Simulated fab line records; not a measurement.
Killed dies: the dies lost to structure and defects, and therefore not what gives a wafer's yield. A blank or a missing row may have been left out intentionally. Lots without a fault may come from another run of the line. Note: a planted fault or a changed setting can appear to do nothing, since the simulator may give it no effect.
Matching of chambers || flow n5Finfet || N5_GATE_CUT_PECVD_57 on pecvd-03: 3 sister chambers
The step deposits SiNx from SiH4/NH3/N2, target thk 21 nm. 6 wafers are shown with their chamber, then 8 later ones without.

EACH WAFER AND ITS CHAMBER
{"wafer": "L078.3", "chamber": 2, "throttleValvePct (%)": 36.4, "showerheadPlenumPTorr (Torr)": 5.16}
{"wafer": "L079.6", "chamber": 0, "throttleValvePct (%)": 38.5, "showerheadPlenumPTorr (Torr)": 5.13}
{"wafer": "L081.2", "chamber": 1, "throttleValvePct (%)": 38.7, "showerheadPlenumPTorr (Torr)": 5.13}
{"wafer": "L081.3", "chamber": 0, "throttleValvePct (%)": 38.8, "showerheadPlenumPTorr (Torr)": 5.13}
{"wafer": "L081.4", "chamber": 1, "throttleValvePct (%)": 38.4, "showerheadPlenumPTorr (Torr)": 5.12}
{"wafer": "L083.1", "chamber": 2, "throttleValvePct (%)": 36.0, "showerheadPlenumPTorr (Torr)": 5.16}

WAFERS MISSING THEIR CHAMBER
{"wafer": "L083.3", "throttleValvePct (%)": 38.5, "showerheadPlenumPTorr (Torr)": 5.13}
{"wafer": "L083.6", "throttleValvePct (%)": 38.7, "showerheadPlenumPTorr (Torr)": 5.13}
{"wafer": "L089.1", "throttleValvePct (%)": 36.4, "showerheadPlenumPTorr (Torr)": 5.16}
{"wafer": "L089.3", "throttleValvePct (%)": 38.5, "showerheadPlenumPTorr (Torr)": 5.13}
{"wafer": "L089.5", "throttleValvePct (%)": 38.6, "showerheadPlenumPTorr (Torr)": 5.13}
{"wafer": "L096.1", "throttleValvePct (%)": 36.5, "showerheadPlenumPTorr (Torr)": 5.16}
{"wafer": "L096.2", "throttleValvePct (%)": 38.8, "showerheadPlenumPTorr (Torr)": 5.14}
{"wafer": "L096.5", "throttleValvePct (%)": 37.0, "showerheadPlenumPTorr (Torr)": 5.15}

CHAMBER TAKEN BY EACH
{"wafer": "L083.3", "from the rows above": "can't be placed: 0 or 1", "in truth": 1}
{"wafer": "L083.6", "from the rows above": "can't be placed: 0 or 1", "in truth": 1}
{"wafer": "L089.1", "from the rows above": 2, "in truth": 2}
{"wafer": "L089.3", "from the rows above": "can't be placed: 0 or 1", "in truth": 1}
{"wafer": "L089.5", "from the rows above": "can't be placed: 0 or 1", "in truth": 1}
{"wafer": "L096.1", "from the rows above": 2, "in truth": 2}
{"wafer": "L096.2", "from the rows above": "can't be placed: 0 or 1", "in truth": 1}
{"wafer": "L096.5", "from the rows above": 2, "in truth": 2}
Correct placement for 3 of the 8. Can't be placed from these rows: 5 (the true chamber is among the candidates in 5). Number placed wrongly: 0.
How it was worked out, from the rows above alone: a wafer's distance from a chamber is the root of the sum, over the readings, of the square of ((its reading less the chamber's mean) divided by the reading's scatter). The wafer belongs to the nearest chamber; if the next one is less than 2 further off, it can't be placed. A chamber's mean is the mean of its shown wafers. How the scatter is found: for the shown wafers, subtract from each reading the mean of its chamber, square and add these, divide the total by (wafers less chambers), then take the root.
